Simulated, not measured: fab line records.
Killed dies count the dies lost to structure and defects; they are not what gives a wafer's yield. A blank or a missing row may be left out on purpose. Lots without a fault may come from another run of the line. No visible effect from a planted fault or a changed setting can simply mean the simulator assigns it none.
Struck lot and sound lot, side by side + flow n5_finfet + 32 out of 1938 route steps
Sound: these wafers, L882.3, L882.4, L882.6. Wafers L885.3, L885.4, L885.5 were the ones struck. The cause is given at the end.
Per side, at each step with rows, come the tool, then ch with its chambers, and then its first start. Under that, the readings that differ: sound wafers + struck wafers + difference of the means + sigmas: that difference in standard deviations of wafers without a fault.
alike: same words and numbers on both sides, and readings whose means sit less than 2 such deviations apart. not compared: any withheld reading, any reading some wafer has no value for, any bound like >300 that may hide the same value, and any number with overlapping values for which the record gives no deviation.
Wherever a step has rows on one side only, a row that says differs or no value, or a row with sigmas, the two part there. Numbers that have no deviation but don't overlap get no sigmas and don't part them. A reading that every wafer of one side lacks parts them only if that side has two wafers or more.

first, 2 steps without rows for these wafers: N5_HKMG_FIN_WET_ETCH_77 (etches La2O3 in dHCl, stops on HfO2, target depth 2 nm); N5_HKMG_FIN_WET_ETCH_78 (etches Al2O3 in dNH4OH, stops on La2O3, target depth 4.5 nm, rinse time 30 s).
N5_HKMG_FIN_ALD_79: deposits TiN, target thk 1.5 nm, pulse time 1 s, purge time 3 s.
  sound on ald_metal-02 ch 0,1, day 4 20:34; struck on ald_metal-03 ch 0,1, day 5 15:31
  alike: heater_power_w, precursor_pulse_height_rel, susceptor_temp_C
then, 6 steps without rows for these wafers: N5_HKMG_FIN_CVD_62 (deposits a-Si from Si2H6, target thk 3 nm, time 20.8 s); N5_HKMG_FIN_RTA_80 (time 2 s); N5_HKMG_FIN_PRECLEAN_64 (cleans in dHF, time 30 s); N5_HKMG_FIN_WET_ETCH_65 (etches a-Si in TMAH, stops on TiN, time 49 s, target depth 3 nm); N5_HKMG_FIN_WET_ETCH_81 (etches TiN in SC1, stops on HfO2, time 57 s, target depth 6 nm); N5_HKMG_FIN_WET_ETCH_82 (etches La2O3 in dHCl, stops on HfO2, target depth 2 nm, rinse time 30 s).
N5_HKMG_FIN_ALD_36: deposits TiN, target thk 1 nm, pulse time 1 s, purge time 3 s.
  sound on ald_metal-03 ch 1,2,3, day 4 21:22; struck on ald_metal-02 ch 1,3, day 5 16:19
  alike: heater_power_w, precursor_pulse_height_rel, susceptor_temp_C
N5_HKMG_FIN_THK_MEAS_70: measures by xrf.
  sound on film_metro-02, day 4 21:38; struck on film_metro-02, day 5 16:35
  alike: HK_THK
then, 1 step without rows for these wafers: N5_HKMG_FIN_PWFM_ALD_03 (deposits TiN, target thk 2 nm, pulse time 1 s, purge time 3 s).
N5_HKMG_FIN_COAT_29: time 60 s, resist thk 300 nm.
  sound on litho_track-02 ch 0, day 4 22:08; struck on litho_track-02 ch 0, day 5 17:06
| reading                                   | sound                | struck               | difference | sigmas      |
|-------------------------------------------|----------------------|----------------------|------------|-------------|
| spin_speed_rpm (rpm)                      | 1500.3 1500.5 1497.8 | 1683.0 1683.5 1683.4 | +183.8     | +99 or more |
| model.SOC_of_HKMG_FIN_COAT_29.thk_nm (nm) | 299.4 299.6 299.8    | 283.8 284.8 283.8    | -15.5      |             |
then, 7 steps without rows for these wafers: N5_HKMG_FIN_COAT_30 (time 60 s, resist thk 35 nm); N5_HKMG_FIN_COAT_06 (resist thk 90 nm); N5_HKMG_FIN_EBR_08; N5_HKMG_FIN_SOFTBAKE_07 (time 60 s); N5_HKMG_FIN_EXPOSE_09 (exposes mask NWFM); N5_HKMG_FIN_PEB_10 (peb time 60 s); N5_HKMG_FIN_DEVELOP_11 (develop time 30 s).
N5_HKMG_FIN_CD_MEAS_12: the cd target is 92.8 nm.
  sound on cd_sem-03 ch 0, day 4 22:31; struck on cd_sem-01 ch 0, day 5 17:28
  alike: cd_nm
N5_HKMG_FIN_OVL_MEAS_13:
  sound on overlay-01 ch 0, day 4 22:32; struck on overlay-01 ch 0, day 5 17:29
  alike: NWFM_OVL
N5_HKMG_FIN_INSPECT_14: inspects for defects (macro).
  sound on defect_inspect-02, day 4 22:34; struck on defect_inspect-01, day 5 17:31
  alike: raw_defect_count
then, 1 step without rows for these wafers: N5_HKMG_FIN_DESCUM_17 (chemistry O2, time 7.9 s).
N5_HKMG_FIN_ETCH_31: etches SiARC in CF4, target depth 45.5 nm, time 75.8 s.
  sound on rie_diel-03 ch 1,2, day 4 23:01; struck on rie_diel-05 ch 1,2,3, day 5 17:35
  alike: drypump_motor_current_A, etch_rf_on_time_s, oes_product_au, rf_vpp_V, showerhead_plenum_p_Torr, throttle_valve_pct
  not compared: rf_hours_counter_h
N5_HKMG_FIN_ETCH_32: etches SOC in N2/H2, target depth 240 nm, time 300 s.
  sound on rie_diel-03 ch 1,2, day 4 23:04; struck on rie_diel-05 ch 1,2,3, day 5 17:38
  alike: drypump_motor_current_A, h2_flow_sccm, oes_product_au, rf_vpp_V, showerhead_plenum_p_Torr, temp_c, throttle_valve_pct
  not compared: rf_hours_counter_h
then, 2 steps without rows for these wafers: N5_HKMG_FIN_STRIP_33 (strips in N2/H2); N5_HKMG_FIN_STRIP_34 (strips in CF4).
N5_HKMG_FIN_ETCH_35: etches SOC in N2/H2, target depth 215.8 nm, time 243.4 s.
  sound on rie_diel-03 ch 1,2, day 4 23:17; struck on rie_diel-05 ch 1,2,3, day 5 17:51
  alike: drypump_motor_current_A, h2_flow_sccm, oes_product_au, rf_vpp_V, showerhead_plenum_p_Torr, throttle_valve_pct
  not compared: rf_hours_counter_h
N5_HKMG_FIN_STRIP_92: strips SOC in N2/H2, time 20 s.
  sound on rie_diel-03 ch 1,2, day 4 23:26; struck on rie_diel-05 ch 1,2,3, day 5 18:00
  alike: drypump_motor_current_A, h2_flow_sccm, oes_product_au, rf_vpp_V, showerhead_plenum_p_Torr, temp_c, throttle_valve_pct
  not compared: rf_hours_counter_h, model.SOC_of_HKMG_FIN_COAT_29.thk_nm
then, 1 step without rows for these wafers: N5_HKMG_FIN_WET_ETCH_18 (etches TiN in SC1, time 55 s, target depth 5.2 nm, rinse time 30 s).
-- the record jumps here: 8 days lie between the struck wafers' starts before and after (it left off in module HKMG_FIN and takes up again in module PASSIVATION, whose first step shown is number 1936 of the route) --
N5_PASSIVATION_PROBE_49:
  sound on prober-02, day 12 15:16; struck on prober-01, day 13 17:46
  alike: killed_at_M0_to_M3, killed_at_M4_up, killed_at_contacts, killed_at_front_end, killed_at_other, killed_dies, killed_open, killed_short

== WHERE THEY PART ==
Only at N5_HKMG_FIN_COAT_29, as far as this record shows. Later steps at which nothing parts them and some readings are alike: N5_HKMG_FIN_CD_MEAS_12, N5_HKMG_FIN_OVL_MEAS_13, N5_HKMG_FIN_INSPECT_14, N5_HKMG_FIN_ETCH_31, N5_HKMG_FIN_ETCH_32, N5_HKMG_FIN_ETCH_35, N5_HKMG_FIN_STRIP_92, N5_PASSIVATION_PROBE_49.

WHY: what the simulator had put in
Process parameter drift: litho_track-02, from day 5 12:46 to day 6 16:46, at N5_HKMG_FIN_COAT_29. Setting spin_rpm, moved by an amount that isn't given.
